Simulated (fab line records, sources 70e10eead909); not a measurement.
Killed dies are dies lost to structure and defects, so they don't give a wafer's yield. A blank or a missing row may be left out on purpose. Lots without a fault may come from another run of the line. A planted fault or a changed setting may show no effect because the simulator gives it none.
Which tool did it? | flow nand_harc | 16 lots, 48 wafers sampled, at 4 steps of a route of 1159

WHAT THE GAUGES READ, wafer by wafer
NHARC_P_CONTACT_INSPECT_27.
lot  | measured     | on                | raw_defect_count
L203 | day 5 23:50  | defect_inspect-01 | 219 286 372
L202 | day 6 00:22  | defect_inspect-01 | 845 411 515
L205 | day 6 13:01  | defect_inspect-01 | 195 205 211
L204 | day 6 13:03  | defect_inspect-01 | 401 552 267
L207 | day 6 23:22  | defect_inspect-01 | 245 144 96
L209 | day 7 12:48  | defect_inspect-02 | 183 278 243
L211 | day 7 23:54  | defect_inspect-02 | 336 314 708
L212 | day 8 01:12  | defect_inspect-02 | 158 204 250
L215 | day 8 23:46  | defect_inspect-01 | 381 279 420
L213 | day 9 01:01  | defect_inspect-01 | 237 253 484
L217 | day 9 10:12  | defect_inspect-02 | 214 157 128
L216 | day 9 10:44  | defect_inspect-02 | 386 333 357
L220 | day 10 07:30 | defect_inspect-01 | 216 252 206
L221 | day 10 16:12 | defect_inspect-01 | 345 418 327
L222 | day 10 21:05 | defect_inspect-02 | 376 248 545
L224 | day 11 05:15 | defect_inspect-02 | 219 139 140

NHARC_P_M0_CD_MEAS_09: target cd 90 nm.
lot  | measured     | on        | cd_nm (nm)
L203 | day 6 00:53  | cd_sem-03 | 89.0 89.5 89.4
L202 | day 6 01:16  | cd_sem-02 | 89.8 91.0 90.4
L205 | day 6 14:07  | cd_sem-01 | 89.4 89.0 89.8
L204 | day 6 13:58  | cd_sem-01 | 89.8 89.6 89.6
L207 | day 7 00:16  | cd_sem-01 | 89.8 89.7 89.0
L209 | day 7 13:48  | cd_sem-01 | 90.3 90.3 90.0
L211 | day 8 00:48  | cd_sem-01 | 89.0 89.0 89.9
L212 | day 8 01:59  | cd_sem-03 | 90.2 90.2 90.3
L215 | day 9 00:32  | cd_sem-02 | 72.1 72.3 72.7
L213 | day 9 01:48  | cd_sem-03 | 75.2 76.1 76.3
L217 | day 9 11:08  | cd_sem-01 | 90.3 91.1 90.7
L216 | day 9 11:46  | cd_sem-03 | 78.6 78.7 78.7
L220 | day 10 08:24 | cd_sem-02 | 79.8 80.8 80.5
L221 | day 10 17:06 | cd_sem-01 | 90.1 90.0 89.7
L222 | day 10 22:00 | cd_sem-03 | 89.6 89.4 89.1
L224 | day 11 06:26 | cd_sem-02 | 90.8 90.2 90.4

WHICH TOOL RAN EACH LOT (tool, then ch and the chambers of the sampled wafers, then the start)
lot  | NHARC_P_CONTACT_CVD_23                   | NHARC_P_M0_EXPOSE_06
L203 | cvd_w-02 ch 0,1, day 5 23:50 or earlier  | arfi_scanner-02 ch 0, day 6 00:44
L202 | cvd_w-02 ch 0,1, day 6 00:22 or earlier  | arfi_scanner-01 ch 0, day 6 01:07
L205 | cvd_w-01 ch 0,1, day 6 13:01 or earlier  | arfi_scanner-02 ch 0, day 6 13:58
L204 | cvd_w-02 ch 0, day 6 13:03 or earlier    | arfi_scanner-03 ch 0, day 6 13:49
L207 | cvd_w-02 ch 0,1, day 6 23:22 or earlier  | arfi_scanner-01 ch 0, day 7 00:08
L209 | cvd_w-01 ch 0,1, day 7 12:48 or earlier  | arfi_scanner-01 ch 0, day 7 13:40
L211 | cvd_w-02 ch 0,1, day 7 23:54 or earlier  | arfi_scanner-02 ch 0, day 8 00:40
L212 | cvd_w-02 ch 0,1, day 8 01:12 or earlier  | arfi_scanner-02 ch 0, day 8 01:52
L215 | cvd_w-01 ch 0,1, day 8 23:46 or earlier  | arfi_scanner-02 ch 0, day 9 00:24
L213 | cvd_w-01 ch 0,1, day 9 01:01 or earlier  | arfi_scanner-02 ch 0, day 9 01:40
L217 | cvd_w-01 ch 0,1, day 9 10:12 or earlier  | arfi_scanner-03 ch 0, day 9 11:00
L216 | cvd_w-01 ch 0,1, day 9 10:44 or earlier  | arfi_scanner-02 ch 0, day 9 11:38
L220 | cvd_w-01 ch 1, day 10 07:30 or earlier   | arfi_scanner-02 ch 0, day 10 08:16
L221 | cvd_w-01 ch 0,1, day 10 16:12 or earlier | arfi_scanner-03 ch 0, day 10 16:58
L222 | cvd_w-01 ch 0,1, day 10 21:05 or earlier | arfi_scanner-01 ch 0, day 10 21:52
L224 | cvd_w-01 ch 0,1, day 11 05:15 or earlier | arfi_scanner-03 ch 0, day 11 06:17
- NHARC_P_CONTACT_CVD_23: deposits W, target thk 200 nm, time 557 s.
- NHARC_P_M0_EXPOSE_06: exposes mask P M0, target cd 90 nm.

WHAT THE TOOLS THEMSELVES READ (means of the sampled wafers that have a number; where no wafer has one, the mark that the record gives instead)
NHARC_P_CONTACT_CVD_23.
lot  | tool     | heater_power_w (W) | mfc_wf6_sccm (sccm) | throttle_valve_pct (%)
L203 | cvd_w-02 | 479                | 40.02               | 7.98
L202 | cvd_w-02 | 485                | 40.01               | 7.93
L205 | cvd_w-01 | 480                | 39.97               | 7.96
L204 | cvd_w-02 | 550                | 39.86               | 7.84
L207 | cvd_w-02 | 484                | 40.23               | 7.95
L209 | cvd_w-01 | 491                | 40.12               | 8.08
L211 | cvd_w-02 | 422                | 40.01               | 7.92
L212 | cvd_w-02 | 483                | 40.01               | 7.88
L215 | cvd_w-01 | 490                | 39.99               | 8.17
L213 | cvd_w-01 | 486                | 40.05               | 8.06
L217 | cvd_w-01 | 487                | 39.95               | 8.12
L216 | cvd_w-01 | 485                | 40.11               | 8.10
L220 | cvd_w-01 | 495                | 40.04               | 8.28
L221 | cvd_w-01 | 483                | 40.10               | 8.05
L222 | cvd_w-01 | 487                | 39.93               | 8.23
L224 | cvd_w-01 | 485                | 39.84               | 8.23

NHARC_P_M0_EXPOSE_06.
lot  | tool            | exposure_dose_mJ_cm2
L203 | arfi_scanner-02 | 81.23
L202 | arfi_scanner-01 | 81.21
L205 | arfi_scanner-02 | 81.24
L204 | arfi_scanner-03 | 81.39
L207 | arfi_scanner-01 | 81.25
L209 | arfi_scanner-01 | 81.21
L211 | arfi_scanner-02 | 81.31
L212 | arfi_scanner-02 | 81.35
L215 | arfi_scanner-02 | 61.20
L213 | arfi_scanner-02 | 65.24
L217 | arfi_scanner-03 | 81.22
L216 | arfi_scanner-02 | 68.64
L220 | arfi_scanner-02 | 69.50
L221 | arfi_scanner-03 | 81.26
L222 | arfi_scanner-01 | 81.12
L224 | arfi_scanner-03 | 81.35

THE ANSWER, worked out from the rows above alone
Rule: what is usual is taken from the lots themselves. Put in order of their means at a reading, lots are off if they are a third of the lots or fewer, leave a main group of 4 or more, and stand apart from it by a gap of 3 or more times the standard deviation of the main group's means; of several such gaps the widest counts. A main group whose means are all the same, to the digits that the tables above print for the reading, isn't used. A lot without any number at a reading at which 4 lots or more have one is off too. The other lots that the step has rows for count as sound. The gauges are gone through in route order, then the tools' own readings, and for those a lot's mean is taken as printed above. The first step at which some lot is off is used, and at that step the reading that is off furthest; a lot without a number counts as furthest.
Off: L215, L213, L216, L220, at NHARC_P_M0_CD_MEAS_09 (cd_nm). The main group: mean 89.9 nm, standard deviation 0.49.
A tool fits if, at a process step before that reading, it ran every lot that is off, and no sound lot after the first of them. The gauges at NHARC_P_M0_CD_MEAS_09 aren't tried: what is off there is off at NHARC_P_M0_EXPOSE_06 too, on other tools, and a gauge's error can't cause that. NHARC_P_CONTACT_CVD_23 gives no start for some lots, so the hours and the order of its lots are those of NHARC_P_CONTACT_INSPECT_27. One fits: arfi_scanner-02 at NHARC_P_M0_EXPOSE_06. Its last sound lot is L212 (day 8 01:52), its first lot that is off L215 (day 9 00:24): a fault that began between those two fits.
The tool's own readings at NHARC_P_M0_EXPOSE_06 bear it out: on the lots that are off they differ by more than 5 times the standard deviation of the sound lots' means. exposure_dose_mJ_cm2 reads 66.14 there against 81.26 on the sound lots.

WHAT THE SIMULATOR HAD PUT IN
Process parameter drift: arfi_scanner-02, from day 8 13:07 on, at NHARC_P_M0_EXPOSE_06. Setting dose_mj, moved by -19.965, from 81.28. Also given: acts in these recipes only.
Lots struck among those shown: L215, L213, L216, L220. The rule above found the same.
